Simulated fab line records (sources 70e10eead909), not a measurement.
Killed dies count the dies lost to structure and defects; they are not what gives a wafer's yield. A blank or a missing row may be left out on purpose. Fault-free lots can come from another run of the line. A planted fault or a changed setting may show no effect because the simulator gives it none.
Matching of chambers ; flow nand_harc ; 4 sister chambers for NHARC_A_CONTACT_ETCH_110 on rie_diel-07
The step etches the open film in CF4/O2, target depth 50 nm, overetch 5 nm, time 27.5 s. 16 wafers are shown with their chamber, then 8 later ones without.

## EACH WAFER AND ITS CHAMBER
wafer;chamber;drypump_motor_current_A (A);showerhead_plenum_p_Torr (Torr);rf_fwd_power_W (W)
L076.3;3;6.2;1.27;293.3
L076.5;3;6.2;1.27;293.4
L076.6;0;5.6;1.36;297.6
L078.4;1;5.9;1.40;294.5
L078.5;1;5.9;1.40;293.6
L078.6;0;5.6;1.36;298.3
L089.4;1;5.9;1.40;293.6
L089.5;1;5.9;1.39;294.5
L089.6;0;5.7;1.36;297.5
L091.1;3;6.2;1.26;293.6
L091.3;2;6.2;1.37;292.8
L091.4;0;5.6;1.36;298.5
L093.1;1;5.9;1.39;293.7
L093.3;3;6.2;1.26;293.7
L093.4;2;6.2;1.37;292.4
L094.1;2;6.2;1.37;294.3

SIGNATURES, as means of the wafers listed above
reading;chamber 0;chamber 1;chamber 2;chamber 3;scatter within a chamber
drypump_motor_current_A;5.625;5.900;6.200;6.200;0.025
showerhead_plenum_p_Torr;1.3600;1.3960;1.3700;1.2650;0.00428
rf_fwd_power_W;297.975;293.980;293.167;293.500;0.56
Rule: a wafer lies at a distance from a chamber equal to the root of the sum of squares, over the readings, of (its reading less the chamber's mean, divided by the reading's scatter). If the next closest chamber is less than 2 further off than the closest, the wafer can't be placed; otherwise it belongs to the closest. How the scatter is found: for the shown wafers, subtract from each reading the mean of its chamber, square and add these, divide the total by (wafers less chambers), then take the root.

## WAFERS WITH NO CHAMBER GIVEN
wafer;drypump_motor_current_A (A);showerhead_plenum_p_Torr (Torr);rf_fwd_power_W (W)
L094.2;6.2;1.26;294.8
L094.4;5.9;1.39;293.2
L095.3;6.2;1.26;295.4
L095.4;6.2;1.37;292.1
L095.6;6.2;1.37;291.4
L097.1;5.6;1.36;297.8
L097.2;6.2;1.37;290.8
L097.4;6.2;1.26;294.4

## CHAMBER TAKEN BY EACH
wafer;from the rows above;in truth
L094.2;3;3
L094.4;1;1
L095.3;3;3
L095.4;2;2
L095.6;2;2
L097.1;0;0
L097.2;2;2
L097.4;3;3
Placed correctly: 8 of 8. Left unplaced by these rows: 0. Wrongly placed: 0.
